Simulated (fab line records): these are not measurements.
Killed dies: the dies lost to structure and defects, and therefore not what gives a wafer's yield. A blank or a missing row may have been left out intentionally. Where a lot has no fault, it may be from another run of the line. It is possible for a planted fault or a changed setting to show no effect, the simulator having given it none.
fab line records    flow n5-finfet    part 2 of 2: steps 25 to 36 of 36
record lots=5  wafers=15  last-day=17
route steps=1938 shown WELL_APT@22 PMOS_HMC_CHANNEL_EPI@57
lots that met no fault: taken from a fault-free run of the same line
start-h: hours from the record's first day to the start of the lot's first wafer shown    wait-h: time in hours since the lot's previous step    " same as the row above    L1.1+2: a single row standing in for several wafers    - no value present, or no start provided    * or withheld: withheld    < > ~ a bound
route shown NAME@n: NAME is a module with steps in the file, n the number in the route of the first one    usual: mean and standard deviation over wafers with no fault    same: alike in all rows    chamber/n: place in a boat    sites: each site's reading    _std_site: the standard deviation of these    _edge_site: mean of outer sites minus mean of inner sites    radius-mm: how far each site lies from the wafer's centre    mask NAME#n: copy n    behind: the most recent tool/chamber to have shaped the wafer    hold: why the lot went on hold/how many hours it stayed there/how the hold came to an end    device: which transistor (n, p or np) failed to switch    end of line: the same wafers' tests at the end of the route    a step without rows: its recipe alone    killed: dies lost to structure and defects at the first sort, not the wafer's yield    map: per-die view of a wafer (x killed, . not killed, _ where there is no die)
set.NAME: the run value of the setting; set.NAME@STEP: its run value at that earlier step    model.NAME: the simulator's own value behind a step, which no gauge read
a table for each step, a row for each wafer; lots at some steps of the route
services: a tool's chamber out of use, with start hour (start-h, from the record's first day; less than 0 if before it), hours out, and reason
## steps
# step N5_WELL_APT_DESCUM_30
# recipe chemistry=O2  time-s=7.9  source-power-w=50  bias-power-w=20  pressure-mtorr=20  rf-frequency-hz=2.712e+07  temp-c=40  o2-flow-sccm=225
# usual bias-power-w=20.00/0.052  drypump-motor-current-A=5.6/0.36  oes-product-au=0.77/0.093  rf-vpp-V=243.0/1.8  showerhead-plenum-p-Torr=2.08/0.1  throttle-valve-pct=20.62/0.17
lot.wafer  tool         chamber  start-h  wait-h  bias-power-w  drypump-motor-current-A  oes-product-au  rf-hours-counter-h  rf-vpp-V  showerhead-plenum-p-Torr  throttle-valve-pct
L077.1     rie-diel-05  3        33.89    0.6     20.06         4.9                      0.70            248                 242.0     1.97                      20.69
L077.2     "            0        "        "       20.00         5.4                      0.74            184                 243.4     2.10                      20.83
L077.4     "            3        "        "       19.99         4.9                      0.69            -                   243.1     1.97                      20.72
L083.2     rie-diel-05  0        69.04    0.0     20.00         5.4                      0.73            200                 244.6     2.10                      20.86
L083.4     "            3        "        "       19.88         4.9                      1.00            4                   245.7     2.24                      20.34
L083.6     "            0        "        "       19.97         5.4                      0.73            -                   243.1     2.10                      20.86
L084.1     rie-diel-03  3        75.07    0.0     19.93         5.5                      0.70            199                 244.6     2.18                      20.59
L084.2     "            2        "        "       20.00         5.6                      0.76            135                 244.1     2.11                      20.43
L084.3     "            1        "        "       20.07         5.8                      0.69            213                 245.4     2.16                      20.45
L088.3     rie-diel-05  3        99.26    0.0     19.92         4.9                      0.94            16                  245.2     2.23                      20.37
L088.5     "            1        "        "       19.93         5.4                      0.92            -                   244.6     2.15                      20.68
L088.6     "            2        "        "       19.95         5.9                      0.78            -                   241.2     1.92                      20.62
L092.4     rie-diel-05  3        123.19   0.1     19.98         4.9                      0.93            -                   244.4     2.23                      20.38
L092.5     "            0        "        "       19.98         5.4                      0.71            -                   241.7     2.09                      20.89
L092.6     "            2        "        "       19.97         5.8                      0.76            -                   241.2     1.92                      20.65
# step N5_WELL_APT_IMPLANT_31
# recipe species=B  energy-kev=60  dose-cm2=1.5e+13  tilt-deg=0  rotation-deg=0
lot.wafer   tool          chamber  start-h  wait-h
L077.1+2+4  implanter-01  0        33.99    0.1
L083.2+4+6  implanter-01  0        69.17    0.1
L084.1+2+3  implanter-02  0        75.17    0.1
L088.3+5+6  implanter-02  0        99.42    0.1
L092.4+5+6  implanter-01  0        123.35   0.1
# step N5_WELL_APT_IMPLANT_32
# recipe species=BF2  energy-kev=50  dose-cm2=2e+13  tilt-deg=0  rotation-deg=0
lot.wafer   tool          chamber  start-h  wait-h
L077.1+2+4  implanter-01  0        34.17    0.1
L083.2+4+6  implanter-01  0        69.35    0.1
L084.1+2+3  implanter-02  0        75.35    0.1
L088.3+5+6  implanter-02  0        99.60    0.1
L092.4+5+6  implanter-01  0        123.53   0.1
# step N5_WELL_APT_STRIP_33
# recipe chemistry=SPM  time-s=900  temp-c=130  h2so4-h2o2-vol-ratio=4  dry=ipa-marangoni
lot.wafer   tool          chamber  start-h  wait-h
L077.1+2+4  wet-bench-02  6,7,1    34.38    0.2
L083.2+4+6  wet-bench-03  4,3,6    69.53    0.1
L084.1+2+3  wet-bench-02  5,2,3    75.57    0.2
L088.3+5+6  wet-bench-06  4,1,3    99.75    0.1
L092.4+5+6  wet-bench-03  2,3,4    123.64   0.1
# step N5_WELL_APT_RTA_34
# recipe temp-c=1000  time-s=10  ambient=N2  idle-temp-c=600  ramp-up-c-per-s=150  ramp-down-c-per-s=60  cool-to-c=600
# usual lamp-power-pct=13.00/0.054  lamp_zone_6_pct=12.92/0.031  wafer_temp_C_max=1003.5/1
lot.wafer  tool           chamber  start-h  wait-h  lamp-power-pct  lamp_zone_6_pct  wafer_temp_C_max
L077.1     rtp-anneal-02  0        34.65    0.0     12.96           12.90            1004.3
L077.2     "              0        "        "       12.98           12.97            1003.5
L077.4     "              0        "        "       12.98           12.92            1001.5
L083.2     rtp-anneal-02  0        69.89    0.1     12.94           12.88            1004.5
L083.4     "              0        "        "       12.96           12.89            1002.1
L083.6     "              0        "        "       12.92           12.95            1002.5
L084.1     rtp-anneal-02  0        75.91    0.1     12.99           12.92            1004.1
L084.2     "              0        "        "       12.96           12.89            1002.9
L084.3     "              0        "        "       13.06           12.92            1004.3
L088.3     rtp-anneal-01  0        100.06   0.1     13.07           12.88            1003.7
L088.5     "              0        "        "       12.93           12.93            1002.5
L088.6     "              0        "        "       12.98           12.90            1004.3
L092.4     rtp-anneal-02  0        124.02   0.1     12.93           12.92            1005.6
L092.5     "              0        "        "       12.98           12.91            1001.6
L092.6     "              0        "        "       13.05           12.94            1006.2
# step N5_WELL_APT_OXIDE_STRIP_42
# recipe chemistry=dHF  dilution=25:1  time-s=45  temp-c=25  target=SiO2  target-depth-a=120
lot.wafer   tool          chamber  start-h  wait-h
L077.1+2+4  wet-bench-02  1,0,2    34.80    0.1
L083.2+4+6  wet-bench-03  6,0,5    70.01    0.1
L084.1+2+3  wet-bench-03  0,5,1    76.05    0.1
L088.3+5+6  wet-bench-02  4,6,3    100.17   0.1
L092.4+5+6  wet-bench-02  0,4,7    124.10   0.1
# step N5_WELL_APT_PRECLEAN_36
# recipe chemistry=O3/DIW  time-s=45  temp-c=22  o3-ppm=10
lot.wafer   tool          chamber  start-h  wait-h
L077.1+2+4  wet-bench-02  1,0,2    34.81    0.0
L083.2+4+6  wet-bench-03  6,0,5    70.03    0.0
L084.1+2+3  wet-bench-03  0,5,1    76.07    0.0
L088.3+5+6  wet-bench-02  4,6,3    100.18   0.0
L092.4+5+6  wet-bench-02  0,4,7    124.12   0.0
# step N5_WELL_APT_PRECLEAN_39
# recipe chemistry=dHF  time-s=60  dilution=150:1  temp-c=25
lot.wafer   tool          chamber  start-h  wait-h
L077.1+2+4  wet-bench-02  1,0,2    34.83    0.0
L083.2+4+6  wet-bench-03  6,0,5    70.04    0.0
L084.1+2+3  wet-bench-03  0,5,1    76.08    0.0
L088.3+5+6  wet-bench-02  4,6,3    100.20   0.0
L092.4+5+6  wet-bench-02  0,4,7    124.13   0.0
# step N5_WELL_APT_SRD_37
# recipe dry=ipa-marangoni  do-ppb=5  time-s=30  temp-c=23  rinse-liquid=diw
lot.wafer   tool          chamber  start-h  wait-h
L077.1+2+4  wet-bench-02  1,0,2    34.84    0.0
L083.2+4+6  wet-bench-03  6,0,5    70.06    0.0
L084.1+2+3  wet-bench-03  0,5,1    76.10    0.0
L088.3+5+6  wet-bench-02  4,6,3    100.21   0.0
L092.4+5+6  wet-bench-02  0,4,7    124.15   0.0
# step N5_WELL_APT_EPI_41
# recipe material=Si  target-thk-a=500  temp-c=650  precursor=SiH4/H2  pressure-torr=20  time-s=297.7
# usual throttle-valve-pct=10.9/0.51
lot.wafer  tool          chamber  start-h  wait-h  throttle-valve-pct
L077.1     epi-rpcvd-01  0        34.89    0.0     10.3
L077.2     "             0        "        "       10.4
L077.4     "             0        "        "       10.3
L083.2     epi-rpcvd-01  0        70.21    0.1     10.4
L083.4     "             0        "        "       10.2
L083.6     "             0        "        "       10.4
L084.1     epi-rpcvd-04  0        76.15    0.0     11.4
L084.2     "             0        "        "       11.6
L084.3     "             0        "        "       11.4
L088.3     epi-rpcvd-01  0        100.46   0.2     10.5
L088.5     "             0        "        "       10.3
L088.6     "             0        "        "       10.5
L092.4     epi-rpcvd-04  0        124.50   0.3     11.1
L092.5     "             0        "        "       11.4
L092.6     "             0        "        "       11.5
# step N5_WELL_APT_INSPECT_38
# recipe inspect-instrument=darkfield  mode=post-epi
# usual raw-defect-count=13/4.6
lot.wafer  tool               chamber  start-h  wait-h  raw-defect-count
L077.1     defect-inspect-02  -        35.73    0.7     7
L077.2     "                  -        "        "       9
L077.4     "                  -        "        "       13
L083.2     defect-inspect-02  -        70.74    0.4     5
L083.4     "                  -        "        "       0
L083.6     "                  -        "        "       5
L084.1     defect-inspect-01  -        76.79    0.5     6
L084.2     "                  -        "        "       9
L084.3     "                  -        "        "       12
L088.3     defect-inspect-01  -        100.90   0.3     12
L088.5     "                  -        "        "       15
L088.6     "                  -        "        "       11
L092.4     defect-inspect-02  -        124.83   0.2     15
L092.5     "                  -        "        "       15
L092.6     "                  -        "        "       22
# step N5_PMOS_HMC_CHANNEL_EPI_HM_DEP_34
# recipe material=SiO2  target-thk-a=360  temp-c=400  precursor=TEOS/O2  pressure-torr=6.5  rf-w=900  teos-flow-sccm=161.4  gas=O2  flow-sccm=2650  time-s=6.9
# usual heater-power-w=585/86  showerhead-plenum-p-Torr=8.35/0.042  throttle-valve-pct=18.7/1.1
lot.wafer  tool      chamber  start-h  wait-h  heater-power-w  showerhead-plenum-p-Torr  throttle-valve-pct
L077.1     pecvd-03  1        35.76    0.0     566             8.28                      19.5
L077.2     "         0        "        "       610             8.41                      19.8
L077.4     "         1        "        "       583             8.30                      20.0
L083.2     pecvd-04  2        70.78    0.0     573             8.30                      20.4
L083.4     "         2        "        "       556             8.33                      20.2
L083.6     "         1        "        "       591             8.35                      19.1
L084.1     pecvd-02  0        76.82    0.0     611             8.42                      18.7
L084.2     "         2        "        "       593             8.35                      18.0
L084.3     "         1        "        "       732             8.37                      19.0
L088.3     pecvd-03  2        100.93   0.0     730             8.37                      16.4
L088.5     "         1        "        "       591             8.31                      19.9
L088.6     "         0        "        "       595             8.39                      19.7
L092.4     pecvd-02  0        124.88   0.0     614             8.41                      18.7
L092.5     "         2        "        "       537             8.34                      18.0
L092.6     "         1        "        "       752             8.37                      18.9
## services
tool            chamber  start-h  hours  kind
krf-scanner-02  -        7.82     0.8    pm
implanter-01    -        13.98    1.2    repair
krf-scanner-01  0        19.77    -      calibration
pecvd-04        0        23.62    4.6    repair
krf-scanner-01  -        26.06    1.3    pm
rie-diel-05     1        31.86    -      clean
rie-diel-05     1        31.86    -      consumable-replace:focus-ring
rie-diel-05     1        31.86    15.0   scheduled-down
krf-scanner-02  -        37.71    4.0    pm
krf-scanner-01  -        45.37    1.0    pm
implanter-02    -        45.43    1.1    repair
pecvd-04        -        49.94    1.4    repair
pecvd-04        -        70.42    0.3    repair
epi-rpcvd-01    -        75.97    0.5    repair
pecvd-03        -        83.00    0.7    repair
pecvd-02        1        102.77   5.1    repair
implanter-02    -        103.96   3.1    pm
litho-track-03  -        106.77   -      consumable-replace:filter
pecvd-04        -        108.74   5.5    pm
rie-diel-04     2        111.08   2.3    repair
rie-diel-04     0        114.22   9.2    repair
krf-scanner-02  -        122.15   4.4    pm
rie-diel-05     1        122.72   2.8    repair
rie-diel-04     0        124.38   7.7    repair
